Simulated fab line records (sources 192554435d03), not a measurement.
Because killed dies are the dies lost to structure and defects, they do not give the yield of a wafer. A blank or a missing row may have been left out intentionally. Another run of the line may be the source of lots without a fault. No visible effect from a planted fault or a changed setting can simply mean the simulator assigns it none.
fab line records	flow n5-finfet
record: lots: 4	wafers: 12	last-day: 17
route steps=1938 shown SD_EPI_P@302 SD_ACTIVATION@330 PASSIVATION@1936
lots with no fault: from the same line, run without faults
start-h: start of the lot's first displayed wafer, in hours after the record's first day	wait-h: time in hours since the lot's previous step	" unchanged from the row above	L1.1+2: a row that stands for several wafers	- value missing, or start not given	* or withheld: withheld	< > ~ a bound
route shown NAME@n: NAME is a module with steps in the file, n the number in the route of the first one	usual: average and standard deviation across the fault-free wafers	same: alike in all rows	chamber/n: place in a boat	sites: readings site by site	_std_site: standard deviation across them	_edge_site: inner sites' mean taken away from outer sites' mean	radius-mm: for every site, how far away it sits from the centre of the wafer	mask NAME#n: copy n	behind: the most recent tool/chamber to have shaped the wafer	hold: cause of the lot's hold/its duration in hours/its outcome	device: which transistor (n, p or np) failed to switch	end of line: tests of these same wafers at the route's end	step lacking rows: just its recipe	killed: not the wafer's yield, but the dies lost to structure and defects at the first sort	map: a wafer's dies, marking killed ones x, the rest . and places with no die _
set.NAME: the setting the step ran with; set.NAME@STEP: the setting that earlier step ran with	model.NAME: the simulator's own value behind a step, which no gauge read
lots seen at some steps along the route; tables by step, rows by wafer
services: from which hour (start-h, from the record's first day; less than 0 if before it) a tool's chamber was out of use, for how many hours, and why
== steps ==
step: N5_SD_EPI_P_DEVELOP_08
recipe: develop-time-s: 30	developer: TMAH	resist: CAR-ArF-block	dev-temp-c: 23	rinse-liquid: diw	dry: air-spin
step: N5_SD_EPI_P_DESCUM_14
recipe: chemistry: O2	time-s: 7.9	source-power-w: 50	bias-power-w: 20	pressure-mtorr: 20	rf-frequency-hz: 2.712e+07	temp-c: 40	resist: CAR-ArF-block	o2-flow-sccm: 225
step: N5_SD_EPI_P_ETCH_36
recipe: chemistry: CF4	target: SiARC	target-depth-a: 455	mask-material: CAR-ArF-block	time-s: 75.8	ion-energy-ev: 80	pressure-mtorr: 40	source-w: 545	bias-w: 36	Ar_flow_sccm: 100	cf4-flow-sccm: 100	ends: cleared
step: N5_SD_EPI_P_ETCH_37
recipe: chemistry: N2/H2	target: SOC	overetch-a: 1080	mask-material: SiARC	temp-c: 40	ion-energy-ev: 100	source-w: 3000	bias-w: 133	pressure-mtorr: 20	time-s: 486	n2-flow-sccm: 200	h2-flow-sccm: 200	ends: end-point
step: N5_SD_EPI_P_STRIP_38
recipe: chemistry: N2/H2	temp-c: 40	n2-flow-sccm: 200	h2-flow-sccm: 200	rf-frequency-hz: 6e+07
step: N5_SD_EPI_P_ETCHBACK_46
recipe: chemistry: CH3F/O2	mode: anisotropic-etchback	target: SiNx	target-depth-a: 175	stop-on: SiO2	over-etch-frac: 0.3	ion-energy-ev: 120	pressure-mtorr: 30	source-w: 395	bias-w: 73	Ar_flow_sccm: 150	CH3F_flow_sccm: 30	O2_flow_sccm: 20
step: N5_SD_EPI_P_ETCH_47
recipe: chemistry: CH3F/O2	target: SiOCN	target-depth-a: 250	mask-material: SOC	ion-energy-ev: 60	bias-w: 29	pressure-mtorr: 30	source-w: 410	Ar_flow_sccm: 150	CH3F_flow_sccm: 30	O2_flow_sccm: 20
step: N5_SD_EPI_P_ETCH_16
recipe: chemistry: CHF3/O2	target: SiO2	target-depth-a: 50	mask-material: SOC	pressure-mtorr: 30	source-w: 650	bias-w: 170	Ar_flow_sccm: 200	CHF3_flow_sccm: 50	O2_flow_sccm: 5	ion-energy-ev: 200
step: N5_SD_EPI_P_STRIP_50
recipe: chemistry: CHF3/O2	resist: SiARC	rf-frequency-hz: 6e+07
step: N5_SD_EPI_P_SD_RECESS_17
recipe: chemistry: HBr/Cl2/O2	target-depth-a: 391	bt-time-s: 3	pressure-mtorr: 10	icp-w: 800	bias-w: 112	HBr_flow_sccm: 150	Cl2_flow_sccm: 80	O2_flow_sccm: 12
usual: drypump-motor-current-A: 5.9/0.43	oes-product-au: 0.996/0.012	throttle-valve-pct: 37.14/0.21
lot.wafer	tool	chamber	start-h	wait-h	drypump-motor-current-A	oes-product-au	rf-hours-counter-h	throttle-valve-pct
L764.3	rie-si-05	0	75.92	0.0	6.0	1.003	45	37.22
L764.4	"	2	"	"	6.1	0.999	193	37.16
L764.6	"	2	"	"	6.1	1.001	-	37.15
L774.4	rie-si-05	0	131.23	0.0	6.0	0.999	46	37.23
L774.5	"	1	"	"	6.3	0.985	-	37.23
L774.6	"	0	"	"	6.0	1.000	-	37.23
L775.2	rie-si-05	1	140.81	0.0	6.3	0.986	139	37.26
L775.3	"	0	"	"	6.0	0.997	46	37.24
L775.6	"	1	"	"	6.3	0.986	-	37.26
L783.1	rie-si-04	3	194.48	0.0	6.2	0.979	8	36.65
L783.2	"	2	"	"	6.1	0.993	0	37.11
L783.5	"	3	"	"	6.2	0.978	-	36.66
step: N5_SD_EPI_P_WET_ETCH_45
recipe: chemistry: dHF	dilution: withheld	time-s: 10.7	target: SiO2	target-depth-a: 20	temp-c: 25	dry: ipa-marangoni	rinse-time-s: 30	rinse-temp-c: 23
step: N5_SD_EPI_P_STRIP_40
recipe: chemistry: N2/H2	power-w: 1000	temp-c: 250	h2-frac: 0.65	overash-fraction: 0.3	pressure-mtorr: withheld	n2-flow-sccm: 1750	h2-flow-sccm: 3250
step: N5_SD_EPI_P_PRECLEAN_52
recipe: chemistry: O3/DIW	time-s: 60	temp-c: 22	o3-ppm: 10
step: N5_SD_EPI_P_SRD_20
recipe: dry: ipa-marangoni	do-ppb: 5	time-s: 30	temp-c: 23	rinse-liquid: diw
step: N5_SD_EPI_P_PRECLEAN_51
recipe: chemistry: NF3:NH3	afs-cycles: 1	temp-c: 30	time-s: 20	sublimation-temp-c: 180	sublimation-time-s: 60	pressure-torr: 3	rf-power-w: 30
step: N5_SD_EPI_P_VAPOR_ETCH_44
recipe: chemistry: NF3/Ar	target: SiGe30	temp-c: 25	time-s: 3.3	mode: isotropic
step: N5_SD_EPI_P_EPI_21
recipe: material: SiGe:B	dopant: B	temp-c: 550	pressure-torr: 20	ambient: H2	time-s: 355
step: N5_SD_EPI_P_HM_STRIP_48
recipe: chemistry: H3PO4	temp-c: 160	material: SiNx	target: SiNx	target-depth-a: 30	overetch-fraction: 0.3
step: N5_SD_EPI_P_SRD_49
recipe: dry: ipa-marangoni	time-s: 30	temp-c: 23	rinse-liquid: diw
step: N5_SD_EPI_P_PRECLEAN_24
recipe: chemistry: O3/DIW	time-s: 45	temp-c: 22	o3-ppm: 10
step: N5_SD_EPI_P_PRECLEAN_32
recipe: chemistry: dHF	time-s: 10	dilution: 500:1	temp-c: 25
step: N5_SD_EPI_P_PRECLEAN_33
recipe: chemistry: SC2	time-s: 45	temp-c: 35	mix: 1:1:50
step: N5_SD_EPI_P_SRD_25
recipe: time-s: 30	temp-c: 23	rinse-liquid: diw	dry: ipa-marangoni
step: N5_SD_EPI_P_INSPECT_26
recipe: inspect-instrument: darkfield	mode: post-epi
usual: raw-defect-count: 193/41
lot.wafer	tool	chamber	start-h	wait-h	raw-defect-count
L764.3	defect-inspect-02	-	79.79	0.0	172
L764.4	"	-	"	"	180
L764.6	"	-	"	"	177
L774.4	defect-inspect-01	-	135.12	0.0	1505
L774.5	"	-	"	"	155
L774.6	"	-	"	"	1590
L775.2	defect-inspect-02	-	144.68	0.0	233
L775.3	"	-	"	"	1640
L775.6	"	-	"	"	254
L783.1	defect-inspect-01	-	197.53	0.0	176
L783.2	"	-	"	"	208
L783.5	"	-	"	"	160
step: N5_SD_ACTIVATION_RTA_00
recipe: temp-c: 975	time-s: 0	ambient: N2	idle-temp-c: 600	ramp-up-c-per-s: 150	ramp-down-c-per-s: 60	cool-to-c: 600
step: N5_PASSIVATION_PROBE_49
usual: killed_at_M0_to_M3: 35/11	killed_at_M4_up: 14/5.4	killed-at-contacts: 12/6.2	killed-at-front-end: 38/11	killed-at-other: 4.1/2.8	killed-dies: 103/17	killed-on-rim: 13/4	killed-open: 66/13	killed-short: 34/8.2
same: gross-dies: 1180	killed-at-back-side: 0
lot.wafer	tool	chamber	start-h	wait-h	killed_at_M0_to_M3	killed_at_M4_up	killed-at-contacts	killed-at-front-end	killed-at-other	killed-dies	killed-on-rim	killed-open	killed-short
L764.3	prober-02	-	278.08	0.1	37	9	19	30	2	97	11	65	31
L764.4	prober-02	-	278.13	0.2	35	7	31	22	1	96	14	65	29
L764.6	prober-02	-	278.23	0.3	37	18	17	46	3	121	18	84	36
L774.4	prober-02	-	346.12	0.2	32	7	12	114	5	170	23	63	35
L774.5	prober-02	-	346.17	0.2	17	22	5	69	2	115	13	71	40
L774.6	prober-02	-	346.22	0.3	19	13	9	105	4	150	20	47	29
L775.3	prober-02	-	363.06	0.1	22	22	7	125	3	179	35	65	33
L775.6	prober-02	-	363.21	0.3	38	10	14	46	6	114	22	72	42
killed by level:class
L764.3 MOL_CONTACT_COAG:geometric-particle:open=18 BEOL_M0_SAQP:geometric-particle:short=10 BEOL_M0_SAQP:geometric-particle:open=9 DUMMY_GATE:geometric-particle:open=8 STI_FIN_REVEAL:geometric-particle:open=7 GATE_CUT:geometric-particle:short=6 BEOL_M1:geometric-particle:open=6 BEOL_M1:geometric-particle:short=5
L764.4 MOL_CONTACT_COAG:geometric-particle:open=25 BEOL_M0_SAQP:geometric-particle:short=9 BEOL_M3:geometric-particle:open=7 MOL_CONTACT_COAG:geometric-particle:short=6 BEOL_M0_SAQP:geometric-particle:open=5 BEOL_M1:geometric-particle:open=5 DUMMY_GATE:geometric-particle:open=4 BEOL_M1:geometric-particle:short=4
L764.6 BEOL_M1:geometric-particle:open=14 MOL_CONTACT_COAG:geometric-particle:open=12 BEOL_M4:geometric-particle:open=10 BEOL_M1:geometric-particle:short=9 GATE_CUT:geometric-particle:short=8 FIN_SAQP:geometric-particle:open=7 BEOL_M3:geometric-particle:open=7 STI_FIN_REVEAL:geometric-particle:open=6
L774.4 SD_EPI_P:unspecified=71 BEOL_M0_SAQP:geometric-particle:open=14 STI_FIN_REVEAL:geometric-particle:open=12 MOL_CONTACT_COAG:geometric-particle:open=9 BEOL_M0_SAQP:geometric-particle:short=7 FIN_SAQP:geometric-particle:open=6 ILD0:geometric-particle:short=5 FIN_SAQP:geometric-particle:short=4
L774.5 FIN_SAQP:geometric-particle:open=19 STI_FIN_REVEAL:geometric-particle:open=12 FIN_SAQP:geometric-particle:short=10 GATE_CUT:geometric-particle:short=5 BEOL_M3:geometric-particle:open=5 BEOL_M4:geometric-particle:open=5 ILD0:geometric-particle:open=4 STI_FIN_REVEAL:geometric-particle:short=4
L774.6 SD_EPI_P:unspecified=71 FIN_SAQP:geometric-particle:short=7 BEOL_M0_SAQP:geometric-particle:open=7 MOL_CONTACT_COAG:geometric-particle:open=6 BEOL_M0_SAQP:geometric-particle:short=5 STARTING-WAFER:geometric-particle:open=5 FIN_SAQP:geometric-particle:open=4 STI_FIN_REVEAL:geometric-particle:open=4
L775.3 SD_EPI_P:unspecified=80 BEOL_M4:geometric-particle:open=13 STI_FIN_REVEAL:geometric-particle:open=12 FIN_SAQP:geometric-particle:open=7 FIN_SAQP:geometric-particle:short=6 BEOL_M0_SAQP:geometric-particle:open=6 MOL_CONTACT_COAG:geometric-particle:open=5 DUMMY_GATE:geometric-particle:open=4
L775.6 MOL_CONTACT_COAG:geometric-particle:open=11 FIN_SAQP:geometric-particle:open=8 BEOL_M3:geometric-particle:open=8 FIN_SAQP:geometric-particle:short=6 STI_FIN_REVEAL:geometric-particle:open=6 BEOL_M0_SAQP:geometric-particle:open=6 BEOL_M1:geometric-particle:open=6 STI_FIN_REVEAL:geometric-particle:short=5
map L774.4 (x killed, . not)
_________________............________________
______________......x.x........._____________
___________..............x.........__________
__________............x............._________
________............x............x...._______
_______.......................x..x..x..______
______....................xx..x........._____
_____.....................x..........x...____
____..........x....................x......___
___x.............x....x....x.....xx........__
___................................x.......__
__..xx...............x.....................x_
__.xx.x........x.......................x...._
_xxxxx...............x..x..x..........x.....x
_xxxxxx..x.............x..xx..............x..
_xxxxxxx.................x............xx.....
_xxxxxxx...x.x....x.....x.............xx.....
_xxxxxxxx.....x.x............................
_xxxxxxx..xx......x.........x...x............
_xxxxxxx..x.x...x....x.......................
_xxxxxxxxxx...........................x......
__xxxxxxx.x..x........................x....._
__xxxx...x.x...............x......x........._
___x.x...x...........x.........x......x....__
___x........................x...x........x.__
____..x.........x.........x.......x.......___
_____.......................x............____
______.x......x.x.....x................._____
_______.................x.x.........x..______
________....x...x............x.x......_______
__________.........x................_________
___________.......x...........x.x..__________
______________.................._____________
_________________.....x..x...________________
map L775.3 (x killed, . not)
_________________x...x.x..x..________________
______________....x............._____________
___________.......................x__________
__________.xx.....................x._________
________...x....x....................._______
_______...............................x______
______x..x.x............................_____
_____...........x...........x............____
____..x..x.x.....x........................___
___..........x...x......x..................__
___..................xx.....x..............__
__..............................x.x........x_
__xx..............x......xxx..x............._
_xxxxx...............x..................x....
_xxxxxxx....x.x.................x...x........
_xxxxxxxx..........................x..x......
_xxxxxxxx..........x..................x......
_xxxxxxxx......x.....x.......................
_xxxxxxxx.........xx.........x...............
_xxxxxxxx.x.x....x.x........x.....x.x.......x
_xxxxxxxx..x......x....x.x..x.....x..........
__xxxxxx................x....x....x........._
__xxxxx................x...................._
___xxxx.x....x..........x...xx.......x.....__
___x.xx..........x......x..................__
____.x......x......................x..x..x___
_____....x...............................____
______x..........x......................_____
_______.....x.x..x...........x......x..______
________.....x........................_______
__________......................x..x_________
___________...x.......x....x....x..__________
______________.....x............_____________
_________________x..x........________________
== services ==
tool	chamber	start-h	hours	kind
rie-si-04	1	143.87	14.4	repair
rie-si-05	2	144.24	-	clean
rie-si-05	2	144.24	-	consumable-replace:esc
rie-si-05	2	144.24	19.6	scheduled-down
rie-si-05	2	144.24	19.6	vent-cycle
rie-si-04	2	158.26	-	clean
rie-si-04	2	158.26	13.7	scheduled-down
rie-si-04	2	158.26	13.7	vent-cycle
rie-si-05	0	170.73	16.1	repair
rie-si-04	0	180.94	4.3	repair
rie-si-05	3	185.26	9.6	repair
== key ==
first-sign: step: N5_SD_EPI_P_INSPECT_26	reading: raw-defect-count	direction: up	sigmas: 34	usual: 193	struck: 1578
effect: step: N5_PASSIVATION_PROBE_49	reading: killed-at-front-end	direction: up	sigmas: 6.7	usual: 38	struck: 115
more-kills-born-at: N5_SD_EPI_P_SD_RECESS_17@rie-si-05: 222
met-at N5_SD_EPI_P_SD_RECESS_17
struck-wafers L774.4,L774.6,L775.3
tester-left-out L774,L775
onset-between 75.92 131.23
fault: kind: chamber-particle-source	tool: rie-si-05	chamber: 0	onset-h: 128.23	steps: N5_SD_EPI_P_SD_RECESS_17	rate-per-visit-cm2: 2.1764	end-h: 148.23
tester-left-out: of these lots the tester's yield and bins aren't shown, on N5 and GAA mostly nor the transistor test; their killed dies are dies lost to structure and defects alone, not to doping, threshold or leakage, so they don't give the yield
